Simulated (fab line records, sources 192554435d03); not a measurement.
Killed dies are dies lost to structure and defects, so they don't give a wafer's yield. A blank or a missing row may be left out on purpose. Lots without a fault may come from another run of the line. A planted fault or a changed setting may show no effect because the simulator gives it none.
A struck lot beside a sound one | flow n5_finfet | 14 steps out of a route of 1938
Sound: wafers L461.3, L461.4, L461.5. Struck: wafer L470.3. (L470.4, L470.5 of the same lot were not struck and are left out.) The cause comes at the end.
At each step with rows: each side's tool, then ch and its chambers, then its first start. Under that, the readings that differ: sound wafers | struck wafers | difference of the means | sigmas: that difference in standard deviations of wafers without a fault.
alike: readings whose means differ by less than 2 such deviations, and words and numbers that are the same on both sides. not compared: withheld readings, readings that some wafer has no value for, bounds like >300 that may hide the same value, and numbers for which the record gives no deviation and whose values overlap.
The two part at a step that has a row with sigmas, a row that says differs or no value, or rows on one side only. Numbers that don't overlap but have no deviation are shown without sigmas and don't part them. A reading that every wafer of one side lacks parts them only if that side has two wafers or more.

first, 3 steps without rows for these wafers: N5_MOL_CONTACT_COAG_DESCUM_88 (chemistry O2, time 7 s); N5_MOL_CONTACT_COAG_ETCH_89 (etches underlayer in N2/H2, target depth 13 nm, time 10.4 s); N5_MOL_CONTACT_COAG_ETCH_90 (etches SiARC in CF4, target depth 13 nm, time 21.7 s).
N5_MOL_CONTACT_COAG_ALD_131: deposits SiO2, target thk 5 nm, pulse time 1 s, co reactant pulse time 1 s.
  sound on ald_sin-03 ch 0,3, day 5 22:20; struck on ald_sin-03 ch 2, day 8 08:10
  alike: heater_power_outer_w, heater_power_w, precursor_pulse_height_rel
then, 1 step without rows for these wafers: N5_MOL_CONTACT_COAG_ETCHBACK_132 (etches SiO2 in CHF3, target depth 10 nm, time 6.7 s).
N5_MOL_CONTACT_COAG_ETCH_91: etches SOC in N2/H2, target depth 60 nm, overetch 21 nm, time 101.2 s.
  sound on rie_diel-01 ch 0,1, day 5 22:33; struck on rie_diel-01 ch 2, day 8 08:25
  alike: drypump_motor_current_A, n2_flow_sccm, oes_product_au, rf_fwd_power_W, rf_vpp_V, showerhead_plenum_p_Torr, throttle_valve_pct
  not compared: rf_hours_counter_h
then, 2 steps without rows for these wafers: N5_MOL_CONTACT_COAG_STRIP_92 (strips in N2/H2); N5_MOL_CONTACT_COAG_STRIP_93 (strips in N2/H2).
N5_MOL_CONTACT_COAG_ETCHBACK_135: etches SiO2 in CHF3, target depth 25 nm, time 16.7 s.
  sound on rie_diel-01 ch 0,1, day 5 22:38; struck on rie_diel-01 ch 2, day 8 08:30
  reading               | sound          | struck | difference | sigmas
  oes_f_703_au (a.u.)   | 0.76 0.71 0.75 | 0.89   | +0.15      | +2
  oes_product_au (a.u.) | 0.78 0.72 0.78 | 0.91   | +0.15      | +2
  alike: drypump_motor_current_A, rf_fwd_power_W, rf_vpp_V, showerhead_plenum_p_Torr, throttle_valve_pct
  not compared: rf_hours_counter_h
then, 2 steps without rows for these wafers: N5_MOL_CONTACT_COAG_STRIP_118 (strips in CHF3); N5_MOL_CONTACT_COAG_VIA_ETCH_46 (etches SiO2 in C4F6/O2, target depth 46 nm, overetch 9.2 nm, time 40 s).
N5_MOL_CONTACT_COAG_STRIP_96: strips in N2/H2.
  sound on rie_diel-01 ch 0,1, day 5 22:44; struck on rie_diel-01 ch 2, day 8 08:36
  reading               | sound          | struck | difference | sigmas
  oes_product_au (a.u.) | 0.79 0.72 0.79 | 0.93   | +0.16      | +2
  alike: drypump_motor_current_A, n2_flow_sccm, power_w, rf_vpp_V, showerhead_plenum_p_Torr, throttle_valve_pct
  not compared: rf_hours_counter_h
N5_MOL_CONTACT_COAG_ETCH_47: etches SiNx in CH3F/O2, stops on W, target depth 27 nm.
  sound on rie_diel-01 ch 0,1, day 5 22:47; struck on rie_diel-01 ch 2, day 8 08:38
  reading                    | sound             | struck | difference | sigmas
  etch_rf_on_time_s (s)      | 32.5 31.8 32.2    | 18.6   | -13.6      | -19
  oes_f_703_au (a.u.)        | 0.75 0.70 0.75    | 0.90   | +0.17      | +3
  oes_o_777_au (a.u.)        | 0.76 0.69 0.76    | 0.91   | +0.17      | +3
  oes_product_au (a.u.)      | 0.70 0.65 0.69    | 1.12   | +0.44      | +7
  model.etch.t_clear_s (s)   | 27.06 26.49 26.86 | 15.49  | -11.31     |
  model.etch.over_etch_s (s) | 5.412 5.298 5.371 | 3.097  | -2.263     |
  alike: drypump_motor_current_A, rf_fwd_power_W, rf_vpp_V, showerhead_plenum_p_Torr, throttle_valve_pct
  not compared: rf_hours_counter_h
N5_MOL_CONTACT_COAG_STRIP_119: strips in N2/H2, time 30 s.
  sound on plasma_asher-01 ch 0,1, day 5 22:53; struck on plasma_asher-01 ch 0, day 8 08:45
  alike: drypump_motor_current_A, heater_power_w, n2_flow_sccm
  not compared: rf_hours_counter_h

WHERE THEY PART
First at N5_MOL_CONTACT_COAG_ETCHBACK_135; last, within this record, at N5_MOL_CONTACT_COAG_ETCH_47. Later steps at which nothing parts them and some readings are alike: N5_MOL_CONTACT_COAG_STRIP_119.

WHY: what the simulator had put in
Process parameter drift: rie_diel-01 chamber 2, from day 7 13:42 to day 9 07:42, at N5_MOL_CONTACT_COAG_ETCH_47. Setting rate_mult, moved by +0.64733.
